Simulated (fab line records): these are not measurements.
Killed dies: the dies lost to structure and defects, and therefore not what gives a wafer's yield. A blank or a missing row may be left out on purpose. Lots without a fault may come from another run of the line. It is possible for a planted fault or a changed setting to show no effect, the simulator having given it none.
Which tool was responsible? / flow n5-finfet / Sampling: 11 lots, 33 wafers, 2 of 1938 route steps

== WHAT EACH GAUGE READ, for each wafer ==
N5_BEOL_M14_INSPECT_30: inspects for defects (macro).
lot=L795; measured=day 11 09:28; on=defect-inspect-02; raw-defect-count=3 1 1
lot=L796; measured=day 11 11:56; on=defect-inspect-02; raw-defect-count=3 2 2
lot=L798; measured=day 12 00:49; on=defect-inspect-02; raw-defect-count=1 0 1
lot=L799; measured=day 12 03:53; on=defect-inspect-02; raw-defect-count=>300 >300 >300
lot=L803; measured=day 13 03:07; on=defect-inspect-01; raw-defect-count=>300 >300 >300
lot=L809; measured=day 14 10:31; on=defect-inspect-02; raw-defect-count=6 3 1
lot=L812; measured=day 16 09:01; on=defect-inspect-01; raw-defect-count=1 2 2
lot=L814; measured=day 16 19:53; on=defect-inspect-02; raw-defect-count=2 3 3
lot=L817; measured=day 16 21:08; on=defect-inspect-02; raw-defect-count=3 3 1
lot=L815; measured=day 16 21:44; on=defect-inspect-02; raw-defect-count=3 2 1
lot=L816; measured=day 17 21:57; on=defect-inspect-02; raw-defect-count=2 3 1

== TOOL THAT RAN EACH LOT (tool first, then ch and the chambers of the sampled wafers, then the start) ==
lot=L795; N5_BEOL_M14_STRIP_71=wet-bench-01 ch 1,2,4, day 11 09:01
lot=L796; N5_BEOL_M14_STRIP_71=wet-bench-02 ch 2,4,6, day 11 11:29
lot=L798; N5_BEOL_M14_STRIP_71=wet-bench-05 ch 2,6,7, day 12 00:15
lot=L799; N5_BEOL_M14_STRIP_71=wet-bench-02 ch 0,4,6, day 12 03:27
lot=L803; N5_BEOL_M14_STRIP_71=wet-bench-02 ch 1,2,6, day 13 02:34
lot=L809; N5_BEOL_M14_STRIP_71=wet-bench-05 ch 2,6,7, day 14 10:04
lot=L812; N5_BEOL_M14_STRIP_71=wet-bench-05 ch 4,5,6, day 16 08:26
lot=L814; N5_BEOL_M14_STRIP_71=wet-bench-05 ch 0,3,4, day 16 19:19
lot=L817; N5_BEOL_M14_STRIP_71=wet-bench-02 ch 0,4,5, day 16 20:41
lot=L815; N5_BEOL_M14_STRIP_71=wet-bench-05 ch 5,6,7, day 16 21:10
lot=L816; N5_BEOL_M14_STRIP_71=wet-bench-01 ch 0,2,6, day 17 21:23
- N5_BEOL_M14_STRIP_71: strips in post etch residue remover, time 60 s.

== THE ANSWER, worked out from the rows above alone ==
Rule: the lots themselves supply what counts as usual. Put in order of their means at a reading, lots are off if they are a third of the lots or fewer, leave a main group of 4 or more, and stand apart from it by a gap of 3 or more times the standard deviation of the main group's means; of several such gaps the widest counts. A main group whose means are all the same, to the digits that the tables above print for the reading, isn't used. A lot without any number at a reading at which 4 lots or more have one is off too. The other lots that the step has rows for count as sound.
Off, at N5_BEOL_M14_INSPECT_30 on raw-defect-count: L799, L803. Without a number there: L799, L803. Main group: mean 2.1, sd 0.7.
If a tool, at a process step before that reading, ran all the lots that are off and no sound lot after the first of them, it fits. Gauges at N5_BEOL_M14_INSPECT_30: tried the same way as those tools. Of those tried, none fits.

== WHAT THE SIMULATOR HAD PUT IN ==
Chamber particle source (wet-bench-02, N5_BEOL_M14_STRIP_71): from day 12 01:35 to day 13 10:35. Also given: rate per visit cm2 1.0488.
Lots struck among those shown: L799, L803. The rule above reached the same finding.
